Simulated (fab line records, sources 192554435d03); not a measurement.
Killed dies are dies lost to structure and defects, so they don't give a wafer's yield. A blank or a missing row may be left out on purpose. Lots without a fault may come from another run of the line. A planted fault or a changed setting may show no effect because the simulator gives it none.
Chamber matching | flow n5_finfet | N5_BEOL_M11_CMP_52 on cmp-02: 4 sister chambers
The step polishes, stops on SiCOH lowk, t overpolish 7 s, target thk 140 nm. 14 wafers are shown with their chamber, then 7 later ones without.

WAFERS WITH THEIR CHAMBER
wafer  | chamber | motor_current_A (A) | time_to_endpoint_s (s) | overpolish_run_s (s)
L074.2 | 0       | 6.0                 | 66.8                   | 7.008
L074.4 | 2       | 5.3                 | 64.0                   | 7.009
L074.6 | 0       | 6.0                 | 68.8                   | 6.999
L076.3 | 2       | 5.3                 | 64.5                   | 6.994
L076.5 | 1       | 4.9                 | 66.6                   | 7.001
L076.6 | 0       | 5.9                 | 66.4                   | 6.988
L081.3 | 3       | 5.3                 | 70.0                   | 7.019
L081.5 | 1       | 5.2                 | 71.8                   | 6.991
L081.6 | 0       | 5.8                 | 70.9                   | 7.016
L093.2 | 1       | 5.2                 | 68.5                   | 6.998
L093.3 | 0       | 6.1                 | 67.2                   | 6.988
L093.5 | 0       | 5.8                 | 64.7                   | 7.011
L095.1 | 2       | 5.2                 | 62.7                   | 7.006
L095.4 | 0       | 5.8                 | 66.7                   | 6.992

SIGNATURES (means of the wafers above)
reading            | chamber 0 | chamber 1 | chamber 2 | chamber 3 | scatter within a chamber
motor_current_A    | 5.914     | 5.100     | 5.267     | 5.300     | 0.125
time_to_endpoint_s | 67.357    | 68.967    | 63.733    | 70.000    | 1.97
overpolish_run_s   | 7.00029   | 6.99667   | 7.00300   | 7.01900   | 0.00986
Rule: a wafer's distance from a chamber is the root of the sum, over the readings, of the square of ((its reading less the chamber's mean) divided by the reading's scatter). The wafer belongs to the nearest chamber; if the next one is less than 2 further off, it can't be placed. The scatter: the root of (the sum of the squares of (reading less its chamber's mean) over the shown wafers, divided by (wafers less chambers)).

WAFERS WITHOUT THEIR CHAMBER
wafer  | motor_current_A (A) | time_to_endpoint_s (s) | overpolish_run_s (s)
L095.5 | 5.5                 | 63.2                   | 7.006
L096.1 | 5.8                 | 62.7                   | 7.005
L096.2 | 5.2                 | 69.3                   | 7.003
L096.5 | 5.3                 | 63.9                   | 6.991
L097.2 | 5.1                 | 66.2                   | 7.005
L097.3 | 5.7                 | 65.9                   | 7.004
L097.5 | 5.1                 | 65.0                   | 7.000

WHICH CHAMBER EACH WENT THROUGH
wafer  | from the rows above          | in truth
L095.5 | 2                            | 2
L096.1 | can't be placed: 0 or 2      | 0
L096.2 | can't be placed: 1 or 3 or 2 | 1
L096.5 | can't be placed: 2 or 1      | 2
L097.2 | can't be placed: 1 or 2 or 3 | 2
L097.3 | can't be placed: 0 or 2      | 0
L097.5 | can't be placed: 2 or 1      | 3
Placed correctly: 1 of 7. Can't be placed from these rows: 6 (the true chamber is among the candidates in 5). Placed wrongly: 0.
